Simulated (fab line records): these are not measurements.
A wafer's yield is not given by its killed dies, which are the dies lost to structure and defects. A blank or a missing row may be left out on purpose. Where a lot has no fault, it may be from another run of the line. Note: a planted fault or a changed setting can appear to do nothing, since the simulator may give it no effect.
Code-filled problem report in 8D (eight disciplines) form | flow nand-harc | the parts of the form that need people (team, actions taken, sign-off) are left out

## 1. WHAT WENT WRONG
At NHARC_A_ONON_D1_THK_MEAS_21, thk-nm averages 643 nm over 3 wafers from 3 lots, while fault-free wafers read 998 nm, standard deviation 9.1. That puts it -39 standard deviations away from the usual mean.
The step: measures by ellipsometry.
First seen on wafer L392.3, day 10 01:18, on film-metro-01. The record holds 44 wafers of 15 lots with a number at this step. The rule behind "out" and "out of limits": a value lying over 4 standard deviations away from the usual mean. Any other wafer with a number is counted as sound.

## 2. WHAT THIS IS AND IS NOT
question                    | is                     | is not
which readings at this step | thk-nm                 | -
which lots                  | L392, L394, L395       | L384, L385, L388, L396, L398, L400, L401, L402, L403, L405, L406, L407
which wafers of those lots  | L392.3, L394.5, L395.3 | L392.2, L392.6, L394.1, L394.2, L395.4
read on which gauges        | film-metro-01          | film-metro-02
when                        | from day 10 01:18      | up to then (11 sound wafers); but 30 sound wafers of L394, L395, L396, L398, L400, L401, L402, L403, L405, L406, L407 came after

## 3. THE SUSPECTS, EACH WITH WHAT RULES IT OUT
Counting: any tool at a process step up to the reading remains a suspect provided it ran every lot that is out. Sound lots after the first of them don't rule it out here, since some wafers of a struck lot are sound.
- the gauge at NHARC_A_ONON_D1_THK_MEAS_21: ruled out. All the wafers that are out were read on film-metro-01, but those of them that NHARC_END_SORT_01 has rows for are out there too, on other tools.
- pecvd-onon-02 at NHARC_A_ONON_D1_DEP_19 (target thk 1000 nm): kept. Ran every lot that is out, first one L392 (day 10 00:51); last sound lot up to then L384 (day 8 03:51).
After counting, what remains is pecvd-onon-02 at NHARC_A_ONON_D1_DEP_19.

## 4. THE CAUSE (what the simulator had put in)
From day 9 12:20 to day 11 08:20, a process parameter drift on pecvd-onon-02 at NHARC_A_ONON_D1_DEP_19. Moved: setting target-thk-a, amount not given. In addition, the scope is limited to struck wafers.
This tool alone remained once counting was done.

## 5. SEQUENCE OF EFFECTS, ordered by route
One row per reading whose mean, taken over the struck wafers that have a number, lies over 3 standard deviations from the usual. Scope: only readings with a usual standard deviation given in the record; hours: median across lots of the time from each lot's start at the first step in this table that gives one to its start at this step; sigmas: change in usual standard deviations.
hours | step                        | reading         | usual  | on struck wafers | change | sigmas
0     | NHARC_A_ONON_D1_THK_MEAS_21 | thk-nm          | 998 nm | 643              | -355   | -39
275   | NHARC_END_SORT_01           | killed-at-array | 28     | 675              | +647   | +59
275   | NHARC_END_SORT_01           | killed-dies     | 31     | 677              | +646   | +59

## 6. WHAT WOULD HAVE CAUGHT IT SOONER
13 hours passed between the start of the fault at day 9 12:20 and the first reading out of limits at a measuring or inspecting step in this record, taken at day 10 01:18.
Among the 3 lots that are out, L394, L395 began NHARC_A_ONON_D1_DEP_19 on pecvd-onon-02 after day 10 01:18. A hold on the tool at that time would have spared those 2.
